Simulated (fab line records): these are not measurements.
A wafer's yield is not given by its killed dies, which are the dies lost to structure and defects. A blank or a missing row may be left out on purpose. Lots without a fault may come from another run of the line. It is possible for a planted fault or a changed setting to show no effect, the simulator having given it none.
Chamber matching	flow nand-harc	cmp-03 running NHARC_P_M1_CMP_23: 4 sister chambers
The step polishes, t overpolish 20 s, target thk 157.82 nm. 8 wafers are shown with their chamber, then 9 later ones without.

== WAFERS PAIRED WITH THEIR CHAMBERS ==
wafer	chamber	motor-current-A (A)	time-to-endpoint-s (s)
L077.3	1	11.1	30.7
L078.4	1	10.2	28.8
L080.4	0	11.8	28.3
L081.5	2	8.7	26.7
L081.6	3	11.6	26.5
L084.4	2	9.4	30.2
L084.5	3	11.1	28.5
L084.6	0	12.3	24.6

== WAFERS MISSING THEIR CHAMBER ==
wafer	motor-current-A (A)	time-to-endpoint-s (s)
L092.1	9.8	28.9
L092.2	12.0	27.2
L092.4	9.9	26.9
L093.1	12.2	26.1
L093.3	9.5	27.4
L093.6	10.7	29.2
L096.1	11.8	27.5
L096.5	9.0	32.5
L096.6	10.2	27.3

== EACH ONE'S CHAMBER ==
wafer	from the rows above	in truth
L092.1	can't be placed: 2 or 1 or 3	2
L092.2	can't be placed: 0 or 3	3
L092.4	can't be placed: 2 or 1 or 3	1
L093.1	can't be placed: 0 or 3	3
L093.3	can't be placed: 2 or 1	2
L093.6	can't be placed: 1 or 3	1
L096.1	can't be placed: 0 or 3 or 1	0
L096.5	can't be placed: 2 or 1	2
L096.6	can't be placed: 1 or 3 or 2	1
Correct placement for 0 of the 9. Can't be placed from these rows: 9 (the true chamber is among the candidates in 9). Wrongly placed: 0.
How it was worked out, from the rows above alone: a wafer's distance from a chamber is the root of the sum, over the readings, of the square of ((its reading less the chamber's mean) divided by the reading's scatter). The wafer belongs to the nearest chamber; if the next one is less than 2 further off, it can't be placed. Each chamber's mean is taken over the wafers shown for it. The scatter is the square root of a quotient: the sum, over the shown wafers, of each reading's squared deviation from its chamber's mean, divided by wafers minus chambers.
